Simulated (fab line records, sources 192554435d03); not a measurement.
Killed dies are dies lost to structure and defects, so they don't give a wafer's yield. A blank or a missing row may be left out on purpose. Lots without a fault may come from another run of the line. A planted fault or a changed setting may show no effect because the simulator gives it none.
fab line records | flow n5_finfet
record lots=5 wafers=15 last_day=17
route steps=1938 shown BEOL_M0@741 BEOL_M1@751
lots that met no fault: from a run of the same line without faults
start_h: hours from the record's first day to the start of the lot's first wafer shown | wait_h: hours since the lot's step before | " the same as in the row above | L1.1+2: a row that stands for several wafers | - no value, or no start given | * or withheld: withheld | < > ~ a bound
route shown NAME@n: a module of which the file shows steps, and the number in the route of the first | usual: mean/standard deviation of fault-free wafers | same: alike in all rows | chamber/n: place in a boat | sites: the reading at each site | _std_site: their standard deviation | _edge_site: outer sites' mean less inner sites' | radius_mm: how far each site lies from the wafer's centre | mask NAME#n: copy n | behind: the tool/chamber that last shaped the wafer | hold: why the lot was held/for how many hours/how that ended | device: the transistor (n, p or np) that didn't switch | end of line: the same wafers' tests at the end of the route | a step without rows: its recipe alone | killed: dies lost to structure and defects at the first sort, not the wafer's yield | map: a wafer's dies, x killed, . not, _ none there
set.NAME: the setting as run; set.NAME@STEP: as run at that earlier step | model.NAME: the simulator's own value behind a step, which no gauge read
lots at some steps of the route; a table a step, a row a wafer
services: from which hour (start_h, from the record's first day; less than 0 if before it) a tool's chamber was out of use, for how many hours, and why
## steps
# step N5_BEOL_M0_ECD_118
# recipe material=Cu target_thk_a=3000
# columns lot.wafer tool chamber start_h wait_h
L075.1+3+5 ecd_cu-02 0,1,1 157.31 0.1
L081.2+5+6 ecd_cu-02 1,0,1 171.76 0.1
L082.1+2+4 ecd_cu-02 1,0,1 174.92 0.1
L083.2+3+4 ecd_cu-01 1,1,0 182.02 0.1
L085.1+2+5 ecd_cu-01 0,1,1 198.58 0.1
# step N5_BEOL_M0_ANNEAL_119
# recipe temp_c=225 time_s=90 ambient=N2
# usual wafer_temp_C_max=225.94/0.28
# columns lot.wafer tool chamber start_h wait_h wafer_temp_C_max
L075.1 rtp_anneal-01 0 157.41 0.1 226.16
L075.3 " 0 " " 225.99
L075.5 " 0 " " 225.66
L081.2 rtp_anneal-01 0 171.92 0.1 225.68
L081.5 " 0 " " 225.78
L081.6 " 0 " " 225.41
L082.1 rtp_anneal-01 0 175.02 0.1 225.72
L082.2 " 0 " " 225.82
L082.4 " 0 " " 225.57
L083.2 rtp_anneal-01 0 182.14 0.1 225.78
L083.3 " 0 " " 225.80
L083.4 " 0 " " 225.69
L085.1 rtp_anneal-01 0 198.82 0.2 226.07
L085.2 " 0 " " 225.70
L085.5 " 0 " " 225.96
# step N5_BEOL_M0_CMP_120
# recipe stop_on=SiOC t_overpolish_s=6.9 down_force_psi=1 platen_rpm=50 clearing_platen_down_force_psi=1.5 clearing_platen_rpm=50 post_cmp_clean=cu_alkaline clearing_platen_pad_velocity_m_s=0.99484 pad_velocity_m_s=0.99484
# usual barrier_field_endpoint_s=3.64/0.12 motor_current_A=6.3/0.67 overpolish_run_s=6.900/0.0089 time_to_endpoint_s=62/3
# columns lot.wafer tool chamber start_h wait_h barrier_field_endpoint_s motor_current_A overpolish_run_s time_to_endpoint_s
L075.3 cmp-03 2 157.74 0.2 3.51 6.4 6.892 62
L075.1 " 3 " " 3.78 6.8 6.899 67
L075.5 " 2 " " 3.70 6.6 6.920 63
L081.2 cmp-04 2 172.26 0.3 3.72 5.1 6.909 57
L081.6 " 0 " " 3.76 6.6 6.903 62
L081.5 " 1 " " 3.54 6.5 6.903 58
L082.1 cmp-04 2 175.36 0.3 3.84 5.6 6.896 60
L082.4 " 3 " " 3.85 5.7 6.903 67
L082.2 " 0 " " 4.01 6.3 6.885 66
L083.3 cmp-03 2 182.46 0.2 3.62 6.4 6.911 62
L083.2 " 0 " " 3.68 6.1 6.907 60
L083.4 " 1 " " 3.58 6.3 6.914 62
L085.1 cmp-03 1 199.25 0.4 3.67 6.3 6.912 60
L085.2 " 2 " " 3.63 6.3 6.901 62
L085.5 " 0 " " 3.79 6.1 6.888 63
# step N5_BEOL_M0_PRE_CLEAN_131
# recipe gas=NH3/H2 time_s=15 temp_c=* rf_power_w=300
# usual heater_power_w=90/6.8 rf_fwd_power_W=296.1/1.2
# columns lot.wafer tool chamber start_h wait_h heater_power_w rf_fwd_power_W
L075.1 cvd_co-01 1 158.04 0.0 91 295.6
L075.3 " 2 " " 87 297.5
L075.5 " 1 " " 91 295.3
L081.2 cvd_co-01 1 172.51 0.0 89 295.2
L081.5 " 1 " " 90 296.4
L081.6 " 2 " " 89 297.0
L082.1 cvd_co-02 0 175.65 0.0 101 297.2
L082.2 " 2 " " 79 295.3
L082.4 " 1 " " 89 296.8
L083.2 cvd_co-01 0 182.79 0.0 94 295.7
L083.3 " 2 " " 89 294.4
L083.4 " 0 " " 97 295.4
L085.1 cvd_co-02 2 199.55 0.0 80 295.7
L085.2 " 0 " " 104 297.1
L085.5 " 1 " " 90 296.0
# step N5_BEOL_M0_CO_CAP_123
# recipe material=Co target_thk_a=20 temp_c=200 precursor=CCTBA/H2 pressure_torr=30 time_s=102.1
# usual chamber_pressure_Torr=29.99/0.066 heater_power_w=243/9.1
# columns lot.wafer tool chamber start_h wait_h chamber_pressure_Torr heater_power_w
L075.1 cvd_co-01 1 158.08 0.0 29.93 239
L075.3 " 2 " " 30.05 240
L075.5 " 1 " " 30.00 238
L081.2 cvd_co-01 1 172.57 0.0 29.98 248
L081.5 " 1 " " 29.88 244
L081.6 " 2 " " 30.02 241
L082.1 cvd_co-02 0 175.69 0.0 30.04 254
L082.2 " 2 " " 29.93 231
L082.4 " 1 " " 30.03 245
L083.2 cvd_co-01 0 182.83 0.0 29.99 244
L083.3 " 2 " " 30.02 240
L083.4 " 0 " " 29.93 247
L085.1 cvd_co-02 2 199.59 0.0 30.05 230
L085.2 " 0 " " 30.02 256
L085.5 " 1 " " 29.90 245
# step N5_BEOL_M0_PRE_CLEAN_124
# recipe gas=NH3 time_s=15 temp_c=withheld rf_power_w=300
# usual rf_fwd_power_W=294.9/1.8
# columns lot.wafer tool chamber start_h wait_h rf_fwd_power_W
L075.1 pecvd-02 1 158.17 0.1 293.3
L075.3 " 0 " " 294.2
L075.5 " 0 " " 293.9
L081.2 pecvd-01 0 172.71 0.1 293.9
L081.5 " 2 " " 293.8
L081.6 " 0 " " 293.3
L082.1 pecvd-04 1 175.78 0.1 295.6
L082.2 " 2 " " 294.9
L082.4 " 2 " " 294.8
L083.2 pecvd-04 2 182.92 0.1 294.8
L083.3 " 1 " " 296.0
L083.4 " 0 " " 297.0
L085.1 pecvd-02 2 199.68 0.1 296.0
L085.2 " 0 " " 294.5
L085.5 " 1 " " 291.6
# step N5_BEOL_M0_DEP_125
# recipe material=SiCN target_thk_a=80 temp_c=withheld precursor=3MS/NH3 pressure_torr=3 rf_w=202 time_s=14
# usual chamber_pressure_Torr=2.999/0.0067 rf_fwd_power_W=199.5/0.86 showerhead_plenum_p_Torr=3.657/0.0096 throttle_valve_pct=9.0/0.33
# columns lot.wafer tool chamber start_h wait_h chamber_pressure_Torr rf_fwd_power_W showerhead_plenum_p_Torr throttle_valve_pct
L075.1 pecvd-02 1 158.19 0.0 2.999 198.5 3.656 9.0
L075.3 " 0 " " 3.000 199.7 3.654 9.2
L075.5 " 0 " " 3.000 199.6 3.647 9.2
L081.2 pecvd-01 0 172.74 0.0 3.003 199.3 3.665 8.7
L081.5 " 2 " " 3.008 199.1 3.656 8.4
L081.6 " 0 " " 3.000 199.7 3.664 8.6
L082.1 pecvd-04 1 175.81 0.0 2.995 199.8 3.673 9.2
L082.2 " 2 " " 2.985 199.6 3.650 9.0
L082.4 " 2 " " 2.996 198.4 3.654 8.6
L083.2 pecvd-04 2 182.95 0.0 2.996 199.7 3.661 8.8
L083.3 " 1 " " 2.992 201.3 3.669 9.5
L083.4 " 0 " " 2.990 200.0 3.665 9.2
L085.1 pecvd-02 2 199.70 0.0 2.997 199.3 3.662 8.8
L085.2 " 0 " " 3.001 199.2 3.647 9.1
L085.5 " 1 " " 2.995 197.9 3.636 8.9
# step N5_BEOL_M0_RS_MEAS_126
# recipe thk_meas_gauge=four-point-probe reads=Co_of_BEOL_M0_CO_CAP_123+Cu_of_BEOL_M0_ECD_118+Co_of_BEOL_M0_CVD_115+TaN_of_BEOL_M0_ALD_136
# usual M0_RS=0.534/0.018
# columns lot.wafer tool chamber start_h wait_h M0_RS[ohm/sq]
L075.1 film_metro-02 - 158.26 0.0 0.530
L075.3 " - " " 0.514
L075.5 " - " " 0.529
L081.2 film_metro-01 - 172.81 0.1 0.571
L081.5 " - " " 0.568
L081.6 " - " " 0.533
L082.1 film_metro-01 - 175.88 0.0 0.531
L082.2 " - " " 0.518
L082.4 " - " " 0.550
L083.2 film_metro-02 - 183.02 0.1 0.529
L083.3 " - " " 0.563
L083.4 " - " " 0.526
L085.1 film_metro-01 - 199.77 0.0 0.543
L085.2 " - " " 0.540
L085.5 " - " " 0.538
# step N5_BEOL_M0_INSPECT_127
# recipe inspect_instrument=darkfield mode=post_dep
# usual raw_defect_count=69/24
# columns lot.wafer tool chamber start_h wait_h raw_defect_count
L075.1 defect_inspect-01 - 158.29 0.0 114
L075.3 " - " " 120
L075.5 " - " " 99
L081.2 defect_inspect-01 - 172.83 0.0 58
L081.5 " - " " 78
L081.6 " - " " 49
L082.1 defect_inspect-02 - 175.90 0.0 71
L082.2 " - " " 87
L082.4 " - " " 57
L083.2 defect_inspect-02 - 183.04 0.0 22
L083.3 " - " " 56
L083.4 " - " " 37
L085.1 defect_inspect-02 - 199.80 0.0 76
L085.2 " - " " 68
L085.5 " - " " 47
# step N5_BEOL_M1_ILD_DEP_00
# recipe material=SiOC target_thk_a=790 temp_c=350 precursor=DEMS/O2 pressure_torr=5 rf_w=500 time_s=15.3
# usual chamber_pressure_Torr=5.002/0.011 heater_power_w=507/85 rf_fwd_power_W=494.1/2.6 showerhead_plenum_p_Torr=5.693/0.015 throttle_valve_pct=11.9/0.33
# columns lot.wafer tool chamber start_h wait_h chamber_pressure_Torr heater_power_w rf_fwd_power_W showerhead_plenum_p_Torr throttle_valve_pct
L075.1 pecvd-03 2 158.32 0.0 5.005 640 491.7 5.694 12.4
L075.3 " 0 " " 5.010 366 497.9 5.703 11.8
L075.5 " 1 " " 4.994 427 496.6 5.711 11.6
L081.2 pecvd-04 1 172.87 0.0 5.007 626 493.6 5.680 12.4
L081.5 " 1 " " 5.002 610 495.7 5.678 12.3
L081.6 " 0 " " 5.009 489 493.5 5.693 12.1
L082.1 pecvd-04 0 175.94 0.0 5.004 427 495.7 5.682 12.3
L082.2 " 1 " " 5.001 606 494.7 5.704 12.1
L082.4 " 1 " " 5.012 622 493.8 5.699 12.2
L083.2 pecvd-03 2 183.08 0.0 4.996 598 492.4 5.698 12.4
L083.3 " 0 " " 5.001 446 495.0 5.707 11.7
L083.4 " 1 " " 5.019 458 494.0 5.704 11.9
L085.1 pecvd-02 0 199.83 0.0 5.014 509 493.8 5.682 12.1
L085.2 " 2 " " 4.995 679 495.2 5.692 11.4
L085.5 " 0 " " 5.011 505 493.4 5.683 12.1
# step N5_BEOL_M1_THK_MEAS_01
# recipe reads=SiOC_of_BEOL_M1_ILD_DEP_00
# usual M1_ILD_THK=79.1/0.92
# columns lot.wafer tool chamber start_h wait_h M1_ILD_THK[nm]
L075.1 film_metro-01 - 158.39 0.0 78.0
L075.3 " - " " 78.5
L075.5 " - " " 79.3
L081.2 film_metro-01 - 172.94 0.1 78.8
L081.5 " - " " 80.0
L081.6 " - " " 79.6
L082.1 film_metro-01 - 176.01 0.0 79.0
L082.2 " - " " 79.6
L082.4 " - " " 80.7
L083.2 film_metro-02 - 183.15 0.1 77.5
L083.3 " - " " 78.3
L083.4 " - " " 79.4
L085.1 film_metro-02 - 199.90 0.0 78.5
L085.2 " - " " 78.1
L085.5 " - " " 79.6
# step N5_BEOL_M1_PECVD_72
# recipe material=SiO2 target_thk_a=160 temp_c=400 precursor=TEOS/O2 pressure_torr=5.5 rf_w=450 teos_flow_sccm=53.8 gas=O2 flow_sccm=3000 time_s=18
# usual chamber_pressure_Torr=5.499/0.012 heater_power_w=753/100 rf_fwd_power_W=444.7/2.1 showerhead_plenum_p_Torr=8.77/0.059 throttle_valve_pct=22.3/0.51
# columns lot.wafer tool chamber start_h wait_h chamber_pressure_Torr heater_power_w rf_fwd_power_W showerhead_plenum_p_Torr throttle_valve_pct
L075.1 pecvd-04 2 158.43 0.0 5.491 727 446.0 8.74 22.0
L075.3 " 0 " " 5.500 658 445.8 8.77 22.5
L075.5 " 2 " " 5.509 727 444.5 8.73 21.8
L081.2 pecvd-02 2 172.97 0.0 5.494 963 445.4 8.76 22.0
L081.5 " 1 " " 5.529 764 442.4 8.68 22.3
L081.6 " 0 " " 5.501 746 445.7 8.69 22.8
L082.1 pecvd-03 1 176.04 0.0 5.498 706 448.5 8.86 22.1
L082.2 " 2 " " 5.503 879 441.9 8.76 23.5
L082.4 " 2 " " 5.503 864 441.3 8.75 23.3
L083.2 pecvd-04 2 183.18 0.0 5.536 666 445.3 8.76 21.7
L083.3 " 1 " " 5.522 824 445.1 8.79 22.8
L083.4 " 1 " " 5.497 818 446.4 8.79 22.8
L085.1 pecvd-02 0 199.94 0.0 5.526 696 443.4 8.68 23.0
L085.2 " 2 " " 5.475 873 444.5 8.79 21.6
L085.5 " 1 " " 5.498 732 441.3 8.70 22.3
# step N5_BEOL_M1_HM_DEP_02
# recipe material=TiN target_thk_a=200 temp_c=25 chamber_pressure_pa=0.49996
# usual throttle_valve_pct=29.8/0.96
# columns lot.wafer tool chamber start_h wait_h throttle_valve_pct
L075.1 pvd_sputter-03 - 159.26 0.8 31.3
L075.3 " - " " 29.0
L075.5 " - " " 29.0
L081.2 pvd_sputter-02 - 174.14 1.2 30.1
L081.5 " - " " 29.9
L081.6 " - " " 30.0
L082.1 pvd_sputter-03 - 176.71 0.6 29.1
L082.2 " - " " 31.1
L082.4 " - " " 29.5
L083.2 pvd_sputter-02 - 183.24 0.0 27.2
L083.3 " - " " 30.9
L083.4 " - " " 30.1
L085.1 pvd_sputter-01 - 200.95 1.0 30.4
L085.2 " - " " 28.9
L085.5 " - " " 28.8
# step N5_BEOL_M1_COAT_61
# recipe resist=SOC temp_c=250 time_s=60 spin_rpm=1500 resist_thk_nm=60
# columns lot.wafer tool chamber start_h wait_h
L075.1+3+5 litho_track-02 0 159.45 0.1
L081.2+5+6 litho_track-01 0 174.27 0.1
L082.1+2+4 litho_track-02 0 176.83 0.1
L083.2+3+4 litho_track-02 0 183.37 0.1
L085.1+2+5 litho_track-02 0 201.07 0.1
# step N5_BEOL_M1_COAT_62
# recipe resist=SiARC temp_c=220 time_s=60 spin_rpm=1500 resist_thk_nm=12
# columns lot.wafer tool chamber start_h wait_h
L075.1+3+5 litho_track-02 0 - -
L081.2+5+6 litho_track-01 0 - -
L082.1+2+4 litho_track-02 0 - -
L083.2+3+4 litho_track-02 0 - -
L085.1+2+5 litho_track-02 0 - -
# step N5_BEOL_M1_COAT_73
# recipe resist=underlayer temp_c=205 time_s=60 spin_rpm=1500 resist_thk_nm=5
# columns lot.wafer tool chamber start_h wait_h
L075.1+3+5 litho_track-02 0 - -
L081.2+5+6 litho_track-01 0 - -
L082.1+2+4 litho_track-02 0 - -
L083.2+3+4 litho_track-02 0 - -
L085.1+2+5 litho_track-02 0 - -
# step N5_BEOL_M1_COAT_05
# recipe resist=CAR-EUV spin_rpm=1500 resist_thk_nm=30
# columns lot.wafer tool chamber start_h wait_h
L075.1+3+5 litho_track-02 0 - -
L081.2+5+6 litho_track-01 0 - -
L082.1+2+4 litho_track-02 0 - -
L083.2+3+4 litho_track-02 0 - -
L085.1+2+5 litho_track-02 0 - -
# step N5_BEOL_M1_EBR_07
# recipe solvent=PGMEA ebr_width_mm=1.5
# columns lot.wafer tool chamber start_h wait_h
L075.1+3+5 litho_track-02 0 - -
L081.2+5+6 litho_track-01 0 - -
L082.1+2+4 litho_track-02 0 - -
L083.2+3+4 litho_track-02 0 - -
L085.1+2+5 litho_track-02 0 - -
# step N5_BEOL_M1_SOFTBAKE_06
# recipe temp_c=110 time_s=60 resist=CAR-EUV
# columns lot.wafer tool chamber start_h wait_h
L075.1+3+5 litho_track-02 0 - -
L081.2+5+6 litho_track-01 0 - -
L082.1+2+4 litho_track-02 0 - -
L083.2+3+4 litho_track-02 0 - -
L085.1+2+5 litho_track-02 0 - -
# step N5_BEOL_M1_EXPOSE_08
# recipe mask_id=M1 na=0.33 source_shape=dipole sigma_inner=0.369 sigma_outer=0.767 polarization=unpolarized dose_mj=33
# columns lot.wafer tool chamber start_h wait_h mask
L075.1+3+5 euv_scanner-02 0 159.62 - M1#0
L081.2+5+6 euv_scanner-02 0 174.45 - M1#0
L082.1+2+4 euv_scanner-02 0 176.97 - M1#0
L083.2+3+4 euv_scanner-02 0 183.51 - M1#0
L085.1+2+5 euv_scanner-01 0 201.33 - M1#0
# step N5_BEOL_M1_PEB_09
# recipe peb_temp_c=100 peb_time_s=60 resist=CAR-EUV
# columns lot.wafer tool chamber start_h wait_h
L075.1+3+5 litho_track-03 0 159.68 0.1
L081.2+5+6 litho_track-02 0 174.50 0.0
L082.1+2+4 litho_track-02 0 177.03 0.1
L083.2+3+4 litho_track-02 0 183.56 0.0
L085.1+2+5 litho_track-02 0 201.39 0.1
# step N5_BEOL_M1_DEVELOP_10
# recipe develop_time_s=30 developer=TMAH resist=CAR-EUV rinse_liquid=surfactant_rinse dry=air_spin dev_temp_c=23
# columns lot.wafer tool chamber start_h wait_h
L075.1+3+5 litho_track-03 0 - -
L081.2+5+6 litho_track-02 0 - -
L082.1+2+4 litho_track-02 0 - -
L083.2+3+4 litho_track-02 0 - -
L085.1+2+5 litho_track-02 0 - -
# step N5_BEOL_M1_CD_MEAS_11
# recipe target_cd_nm=17.05 landing_energy_ev=500 detector=se_inlens polarity=opening
# usual cd_nm=17.04/0.24
# columns lot.wafer tool chamber start_h wait_h cd_nm
L075.1 cd_sem-01 0 159.75 - 17.40
L075.3 " 0 " " 17.40
L075.5 " 0 " " 17.30
L081.2 cd_sem-01 0 174.57 - 16.77
L081.5 " 0 " " 16.95
L081.6 " 0 " " 16.95
L082.1 cd_sem-01 0 177.09 - 17.28
L082.2 " 0 " " 16.60
L082.4 " 0 " " 16.84
L083.2 cd_sem-03 0 183.63 - 16.85
L083.3 " 0 " " 16.83
L083.4 " 0 " " 17.14
L085.1 cd_sem-03 0 201.46 - 16.97
L085.2 " 0 " " 16.66
L085.5 " 0 " " 16.80
# step N5_BEOL_M1_OVL_MEAS_12
# recipe points_per_wafer=522
# usual M1_OVL=-0.1/0.66
# columns lot.wafer tool chamber start_h wait_h M1_OVL[nm]
L075.1 overlay-02 0 159.78 0.0 1.3
L075.3 " 0 " " -0.3
L075.5 " 0 " " 0.4
L081.2 overlay-02 0 174.60 0.0 -0.9
L081.5 " 0 " " 0.3
L081.6 " 0 " " -1.0
L082.1 overlay-01 0 177.12 0.0 -0.1
L082.2 " 0 " " -0.8
L082.4 " 0 " " -0.7
L083.2 overlay-02 0 183.66 0.0 -0.2
L083.3 " 0 " " 0.1
L083.4 " 0 " " 1.4
L085.1 overlay-02 0 201.49 0.0 -0.5
L085.2 " 0 " " -0.3
L085.5 " 0 " " 0.5
# step N5_BEOL_M1_INSPECT_13
# recipe mode=adi inspect_instrument=brightfield
# usual raw_defect_count=428/93
# columns lot.wafer tool chamber start_h wait_h raw_defect_count
L075.1 defect_inspect-02 - 159.84 0.1 459
L075.3 " - " " 546
L075.5 " - " " 490
L081.2 defect_inspect-01 - 174.66 0.0 415
L081.5 " - " " 523
L081.6 " - " " 478
L082.1 defect_inspect-02 - 177.18 0.1 444
L082.2 " - " " 402
L082.4 " - " " 388
L083.2 defect_inspect-02 - 183.72 0.0 394
L083.3 " - " " 372
L083.4 " - " " 390
L085.1 defect_inspect-02 - 201.55 0.1 450
L085.2 " - " " 410
L085.5 " - " " 327
# step N5_BEOL_M1_DESCUM_16
# recipe chemistry=O2 time_s=7 source_power_w=50 bias_power_w=20 pressure_mtorr=20 rf_frequency_hz=2.712e+07 temp_c=40 resist=CAR-EUV o2_flow_sccm=225
# usual drypump_motor_current_A=6.0/0.53 oes_product_au=0.80/0.084 rf_fwd_power_W=49.36/0.26 rf_vpp_V=243.3/1.5 showerhead_plenum_p_Torr=2.10/0.068 throttle_valve_pct=20.59/0.17
# columns lot.wafer tool chamber start_h wait_h drypump_motor_current_A oes_product_au rf_fwd_power_W rf_hours_counter_h rf_vpp_V showerhead_plenum_p_Torr throttle_valve_pct
L075.1 rie_diel-01 2 159.87 0.0 6.4 0.94 49.61 7 246.5 2.22 20.51
L075.3 " 1 " " 6.2 0.77 49.48 129 242.6 2.11 20.48
L075.5 " 2 " " 6.4 0.95 49.79 - 245.2 2.22 20.53
L081.2 rie_diel-01 2 174.86 0.2 6.4 0.92 49.55 13 245.9 2.22 20.51
L081.5 " 3 " " 6.0 1.00 49.38 - 242.6 2.06 20.49
L081.6 " 2 " " 6.4 0.92 49.43 - 245.5 2.22 20.52
L082.1 rie_diel-01 0 177.22 0.0 6.6 0.81 49.41 87 242.1 2.03 20.81
L082.2 " 1 " " 6.3 0.77 49.79 136 242.9 2.11 20.47
L082.4 " 3 " " 6.0 0.99 49.22 2 242.4 2.06 20.48
L083.2 rie_diel-01 1 183.75 0.0 6.2 0.76 49.64 138 242.3 2.11 20.48
L083.3 " 2 " " 6.4 0.90 49.88 16 245.8 2.22 20.53
L083.4 " 3 " " 6.0 0.97 49.13 4 240.6 2.06 20.48
L085.1 rie_diel-01 0 201.58 0.0 6.6 0.80 49.20 95 241.8 2.03 20.82
L085.2 " 1 " " 6.2 0.75 49.71 145 242.4 2.11 20.50
L085.5 " 1 " " 6.2 0.75 49.42 - 242.8 2.11 20.50
# step N5_BEOL_M1_ETCH_74
# recipe chemistry=N2/H2 target=underlayer target_depth_a=65 mask_material=CAR-EUV time_s=5.2 ion_energy_ev=200 pressure_mtorr=30 source_w=840 bias_w=150 n2_flow_sccm=200 h2_flow_sccm=200 ends=cleared
# usual drypump_motor_current_A=6.0/0.53 etch_rf_on_time_s=5.17/0.09 oes_product_au=0.69/0.073 rf_fwd_power_W=819.9/2.4 rf_vpp_V=524.5/2.6 showerhead_plenum_p_Torr=2.55/0.087 throttle_valve_pct=18.00/0.15
# columns lot.wafer tool chamber start_h wait_h drypump_motor_current_A etch_rf_on_time_s oes_product_au rf_fwd_power_W rf_hours_counter_h rf_vpp_V showerhead_plenum_p_Torr throttle_valve_pct
L075.1 rie_diel-01 2 159.91 0.0 6.4 5.04 0.81 820.3 7 529.6 2.72 18.05
L075.3 " 1 " " 6.3 5.19 0.68 819.6 129 525.0 2.55 17.81
L075.5 " 2 " " 6.4 5.05 0.81 821.6 - 528.2 2.72 18.06
L081.2 rie_diel-01 2 174.90 0.0 6.4 4.98 0.79 821.0 13 527.6 2.71 18.07
L081.5 " 3 " " 6.0 5.01 0.86 815.6 - 521.4 2.49 17.80
L081.6 " 2 " " 6.4 5.00 0.79 818.1 - 526.5 2.71 18.08
L082.1 rie_diel-01 0 177.25 0.0 6.6 5.30 0.68 818.6 87 522.2 2.46 18.15
L082.2 " 1 " " 6.3 5.28 0.65 821.7 136 524.9 2.55 17.85
L082.4 " 3 " " 6.0 5.12 0.84 822.7 2 523.7 2.49 17.80
L083.2 rie_diel-01 1 183.79 0.0 6.3 5.20 0.65 819.0 138 524.0 2.55 17.86
L083.3 " 2 " " 6.4 4.99 0.79 820.7 16 526.9 2.71 18.08
L083.4 " 3 " " 6.0 5.05 0.83 819.7 4 525.0 2.49 17.81
L085.1 rie_diel-01 0 201.62 0.0 6.7 5.23 0.68 821.2 95 521.5 2.46 18.13
L085.2 " 1 " " 6.3 5.23 0.64 820.8 145 525.7 2.54 17.86
L085.5 " 1 " " 6.2 5.19 0.64 815.2 - 524.4 2.54 17.85
# step N5_BEOL_M1_ETCH_63
# recipe chemistry=CF4 target=SiARC target_depth_a=156 mask_material=CAR-EUV time_s=26 ion_energy_ev=80 pressure_mtorr=40 source_w=545 bias_w=36 Ar_flow_sccm=100 cf4_flow_sccm=100 ends=cleared
# usual drypump_motor_current_A=6.0/0.53 etch_rf_on_time_s=26.0/0.44 oes_product_au=0.69/0.073 rf_fwd_power_W=532.6/2.1 rf_vpp_V=184.1/1.2 showerhead_plenum_p_Torr=2.15/0.069 throttle_valve_pct=15.73/0.16
# columns lot.wafer tool chamber start_h wait_h drypump_motor_current_A etch_rf_on_time_s oes_product_au rf_fwd_power_W rf_hours_counter_h rf_vpp_V showerhead_plenum_p_Torr throttle_valve_pct
L075.1 rie_diel-01 2 159.93 0.0 6.4 25.6 0.81 537.4 7 186.0 2.28 15.71
L075.3 " 1 " " 6.3 26.4 0.65 533.3 129 184.6 2.15 15.59
L075.5 " 2 " " 6.5 25.4 0.80 537.8 - 185.8 2.28 15.74
L081.2 rie_diel-01 2 174.91 0.0 6.4 25.3 0.79 533.7 13 186.4 2.28 15.73
L081.5 " 3 " " 6.0 25.3 0.85 530.7 - 183.0 2.10 15.57
L081.6 " 2 " " 6.4 25.3 0.79 535.2 - 186.8 2.28 15.73
L082.1 rie_diel-01 0 177.27 0.0 6.6 26.4 0.68 532.4 87 184.2 2.08 15.89
L082.2 " 1 " " 6.3 26.0 0.65 534.9 136 184.0 2.15 15.60
L082.4 " 3 " " 6.0 25.5 0.85 531.9 2 183.0 2.10 15.57
L083.2 rie_diel-01 1 183.80 0.0 6.3 26.1 0.65 532.3 138 183.4 2.15 15.61
L083.3 " 2 " " 6.4 25.2 0.79 534.9 16 185.8 2.28 15.75
L083.4 " 3 " " 6.0 25.1 0.84 531.8 4 183.0 2.10 15.58
L085.1 rie_diel-01 0 201.63 0.0 6.6 26.3 0.68 533.6 95 182.8 2.08 15.91
L085.2 " 1 " " 6.3 26.2 0.65 535.1 145 184.2 2.14 15.62
L085.5 " 1 " " 6.3 26.2 0.64 535.2 - 183.1 2.14 15.61
# step N5_BEOL_M1_ETCH_64
# recipe chemistry=N2/H2 target=SOC target_depth_a=750 overetch_a=150 mask_material=SiARC temp_c=40 time_s=112.5 ion_energy_ev=200 pressure_mtorr=30 source_w=840 bias_w=150 n2_flow_sccm=200 h2_flow_sccm=200
# usual drypump_motor_current_A=6.0/0.53 oes_product_au=0.63/0.063 rf_fwd_power_W=836.1/2.9 rf_vpp_V=524.1/2.5 showerhead_plenum_p_Torr=2.55/0.087 throttle_valve_pct=17.96/0.15
# columns lot.wafer tool chamber start_h wait_h drypump_motor_current_A oes_product_au rf_fwd_power_W rf_hours_counter_h rf_vpp_V showerhead_plenum_p_Torr throttle_valve_pct
L075.1 rie_diel-01 2 159.95 0.0 6.4 0.74 840.5 7 527.9 2.72 18.01
L075.3 " 1 " " 6.3 0.61 837.2 129 522.5 2.55 17.79
L075.5 " 2 " " 6.4 0.73 839.7 - 529.3 2.72 18.03
L081.2 rie_diel-01 2 174.94 0.0 6.4 0.72 838.0 13 527.8 2.71 18.04
L081.5 " 3 " " 6.0 0.77 835.1 - 523.8 2.49 17.77
L081.6 " 2 " " 6.4 0.72 837.9 - 528.2 2.71 18.05
L082.1 rie_diel-01 0 177.30 0.0 6.7 0.63 841.1 87 521.1 2.46 18.08
L082.2 " 1 " " 6.3 0.61 835.3 136 522.9 2.55 17.80
L082.4 " 3 " " 6.0 0.78 835.5 2 522.0 2.49 17.78
L083.2 rie_diel-01 1 183.83 0.0 6.3 0.61 837.5 138 525.3 2.55 17.80
L083.3 " 2 " " 6.4 0.71 835.2 16 527.8 2.71 18.05
L083.4 " 3 " " 6.0 0.76 839.8 4 522.8 2.49 17.77
L085.1 rie_diel-01 0 201.66 0.0 6.6 0.63 839.2 95 521.9 2.46 18.10
L085.2 " 1 " " 6.3 0.60 834.0 145 524.6 2.54 17.80
L085.5 " 1 " " 6.3 0.60 836.4 - 525.0 2.54 17.82
# step N5_BEOL_M1_STRIP_65
# recipe chemistry=N2/H2 temp_c=40 n2_flow_sccm=200 h2_flow_sccm=200 rf_frequency_hz=6e+07
# columns lot.wafer tool chamber start_h wait_h
L075.1+3+5 rie_diel-01 2,1,2 160.06 0.1
L081.2+5+6 rie_diel-01 2,3,2 175.05 0.1
L082.1+2+4 rie_diel-01 0,1,3 177.40 0.1
L083.2+3+4 rie_diel-01 1,2,3 183.94 0.1
L085.1+2+5 rie_diel-01 0,1,1 201.77 0.1
# step N5_BEOL_M1_STRIP_75
# recipe chemistry=N2/H2 temp_c=40 n2_flow_sccm=200 h2_flow_sccm=200 rf_frequency_hz=6e+07
# columns lot.wafer tool chamber start_h wait_h
L075.1+3+5 rie_diel-01 2,1,2 160.07 0.0
L081.2+5+6 rie_diel-01 2,3,2 175.06 0.0
L082.1+2+4 rie_diel-01 0,1,3 177.41 0.0
L083.2+3+4 rie_diel-01 1,2,3 183.95 0.0
L085.1+2+5 rie_diel-01 0,1,1 201.78 0.0
## services
# columns tool chamber start_h hours kind
cmp-03 - 137.22 3.4 repair
pvd_sputter-02 - 143.09 2.5 repair
litho_track-01 - 143.10 - consumable_replace:filter
ecd_cu-02 - 145.92 1.9 repair
litho_track-01 - 147.41 - consumable_replace:filter
rie_diel-01 3 154.08 - clean
rie_diel-01 3 154.08 - consumable_replace:focus_ring
rie_diel-01 3 154.08 18.9 scheduled_down
rie_diel-01 3 154.08 18.9 vent_cycle
euv_scanner-02 - 158.67 0.8 repair
cvd_co-01 0 165.28 16.0 repair
euv_scanner-02 - 166.62 0.1 repair
pecvd-01 1 177.48 - calibration
cvd_co-01 - 178.26 0.5 repair
euv_scanner-02 - 178.59 1.0 pm
euv_scanner-01 - 179.60 4.6 pm
euv_scanner-02 - 185.21 4.6 pm
ecd_cu-02 - 185.76 4.9 pm
cmp-03 - 189.93 0.7 repair
euv_scanner-02 - 194.62 1.0 pm
cmp-04 - 196.76 2.9 repair
## key
fault none
